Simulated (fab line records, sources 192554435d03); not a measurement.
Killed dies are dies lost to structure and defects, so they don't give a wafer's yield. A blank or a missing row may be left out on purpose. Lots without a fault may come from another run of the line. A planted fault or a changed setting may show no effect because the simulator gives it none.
Which tool did it? | flow n5_finfet | 10 lots, 30 wafers sampled, at 3 steps of a route of 1938

WHAT THE GAUGES READ, wafer by wafer
N5_BEOL_M14_INSPECT_55: inspects for defects (darkfield).
lot  | measured     | on                | raw_defect_count
L947 | day 12 13:52 | defect_inspect-01 | 73 114 64
L951 | day 13 01:50 | defect_inspect-02 | 55 56 59
L950 | day 13 10:04 | defect_inspect-02 | 67 66 91
L952 | day 13 19:22 | defect_inspect-02 | 51 90 90
L958 | day 15 22:28 | defect_inspect-01 | 69 70 56
L961 | day 15 22:50 | defect_inspect-02 | 581 57 590
L963 | day 16 15:43 | defect_inspect-02 | 80 91 155
L962 | day 16 17:04 | defect_inspect-02 | 597 79 86
L965 | day 17 12:48 | defect_inspect-02 | 79 77 97
L966 | day 18 01:47 | defect_inspect-01 | 71 74 52

WHICH TOOL RAN EACH LOT (tool, then ch and the chambers of the sampled wafers, then the start)
lot  | N5_BEOL_M14_STRIP_37               | N5_BEOL_M14_DEP_53
L947 | rie_diel-06 ch 0,1, day 12 12:04   | pecvd-02 ch 0,1,2, day 12 13:47
L951 | rie_diel-03 ch 0,3, day 12 23:58   | pecvd-01 ch 0,1,2, day 13 01:44
L950 | rie_diel-04 ch 1,2, day 13 08:22   | pecvd-04 ch 1,2, day 13 09:58
L952 | rie_diel-04 ch 2,3, day 13 17:34   | pecvd-01 ch 0,1,2, day 13 19:16
L958 | rie_diel-06 ch 1,2,3, day 15 20:41 | pecvd-01 ch 1,2, day 15 22:21
L961 | rie_diel-03 ch 0,1,2, day 15 20:43 | pecvd-01 ch 1,2, day 15 22:43
L963 | rie_diel-04 ch 0,3, day 16 13:16   | pecvd-04 ch 0,1, day 16 15:38
L962 | rie_diel-06 ch 2,3, day 16 15:14   | pecvd-01 ch 0,1,2, day 16 16:58
L965 | rie_diel-03 ch 0,1,2, day 17 10:58 | pecvd-04 ch 1,2, day 17 12:42
L966 | rie_diel-06 ch 1,2,3, day 17 23:48 | pecvd-04 ch 0,1, day 18 01:41
- N5_BEOL_M14_STRIP_37: strips in O2.
- N5_BEOL_M14_DEP_53: deposits SiCN from 3MS/NH3, target thk 50 nm, time 17.8 s.

THE ANSWER, worked out from the rows above alone
Rule: what is usual is taken from the lots themselves. Put in order of their means at a reading, lots are off if they are a third of the lots or fewer, leave a main group of 4 or more, and stand apart from it by a gap of 3 or more times the standard deviation of the main group's means; of several such gaps the widest counts. A main group whose means are all the same, to the digits that the tables above print for the reading, isn't used. A lot without any number at a reading at which 4 lots or more have one is off too. The other lots that the step has rows for count as sound.
Off: L961, L962, at N5_BEOL_M14_INSPECT_55 (raw_defect_count). The main group: mean 77, standard deviation 15.
A tool fits if, at a process step before that reading, it ran every lot that is off, and no sound lot after the first of them. The gauges at N5_BEOL_M14_INSPECT_55 are tried like those tools. One fits: pecvd-01 at N5_BEOL_M14_DEP_53. Its last sound lot is L958 (day 15 22:21), its first lot that is off L961 (day 15 22:43): a fault that began between those two fits.

WHAT THE SIMULATOR HAD PUT IN
Chamber particle source: pecvd-01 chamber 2, from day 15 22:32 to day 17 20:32, at N5_BEOL_M14_DEP_53. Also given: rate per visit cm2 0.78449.
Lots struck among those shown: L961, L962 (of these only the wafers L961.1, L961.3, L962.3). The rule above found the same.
